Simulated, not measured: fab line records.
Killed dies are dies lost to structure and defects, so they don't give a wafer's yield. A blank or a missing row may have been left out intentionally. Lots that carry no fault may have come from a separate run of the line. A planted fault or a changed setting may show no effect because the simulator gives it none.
The tool behind it: which one? | flow n5 finfet | 12 lots with 36 wafers sampled at 3 steps, on a route of 1938 steps

## WHAT EACH GAUGE READ, for each wafer
N5_BEOL_M13_OVL_MEAS_29.
lot  | measured     | on         | M13_OVL (nm)
L075 | day 11 06:56 | overlay-02 | 3 1 -1
L078 | day 11 13:17 | overlay-01 | 8 5 3
L079 | day 11 22:19 | overlay-02 | -5 -2 3
L082 | day 12 14:17 | overlay-02 | 0 0 2
L083 | day 12 22:45 | overlay-01 | 4 0 -6
L085 | day 13 15:43 | overlay-01 | -14 -11 -13
L087 | day 14 00:04 | overlay-02 | -2 -4 -7
L090 | day 14 20:52 | overlay-01 | 0 6 6
L091 | day 15 03:14 | overlay-01 | -8 -11 -10
L092 | day 15 13:06 | overlay-01 | 1 2 -2
L095 | day 16 02:36 | overlay-02 | -5 3 -2
L096 | day 16 22:04 | overlay-02 | -9 -13 -15

## EACH LOT AND THE TOOL THAT RAN IT (in order: tool; ch and the chambers of the sampled wafers; start)
lot  | N5_BEOL_M12_DEGAS_41         | N5_BEOL_M12_PRE_CLEAN_42
L075 | pvd sputter-01, day 11 04:13 | pvd sputter-01, day 11 04:15
L078 | pvd sputter-01, day 11 10:17 | pvd sputter-01, day 11 10:19
L079 | pvd sputter-03, day 11 18:05 | pvd sputter-03, day 11 18:08
L082 | pvd sputter-02, day 12 11:05 | pvd sputter-02, day 12 11:08
L083 | pvd sputter-02, day 12 19:37 | pvd sputter-02, day 12 19:40
L085 | pvd sputter-02, day 13 12:02 | pvd sputter-02, day 13 12:04
L087 | pvd sputter-01, day 13 21:10 | pvd sputter-01, day 13 21:12
L090 | pvd sputter-01, day 14 17:52 | pvd sputter-01, day 14 17:55
L091 | pvd sputter-01, day 15 00:01 | pvd sputter-01, day 15 00:03
L092 | pvd sputter-02, day 15 10:11 | pvd sputter-02, day 15 10:13
L095 | pvd sputter-01, day 15 23:04 | pvd sputter-01, day 15 23:06
L096 | pvd sputter-02, day 16 18:51 | pvd sputter-02, day 16 18:53
- N5_BEOL_M12_DEGAS_41: time 60 s.
- N5_BEOL_M12_PRE_CLEAN_42: time 30 s.

## THE ANSWER, worked out from the rows above alone
Rule: usual is defined by the lots themselves. Put in order of their means at a reading, lots are off if they are a third of the lots or fewer, leave a main group of 4 or more, and stand apart from it by a gap of 3 or more times the standard deviation of the main group's means; of several such gaps the widest counts. Not used: any main group whose means are identical at the precision the tables above print for the reading. A lot without any number at a reading at which 4 lots or more have one is off too. Where the step has rows for the other lots, those lots are counted as sound.
No lot is off at any reading shown: from this, nothing can be told.

## WHAT THE SIMULATOR PUT IN
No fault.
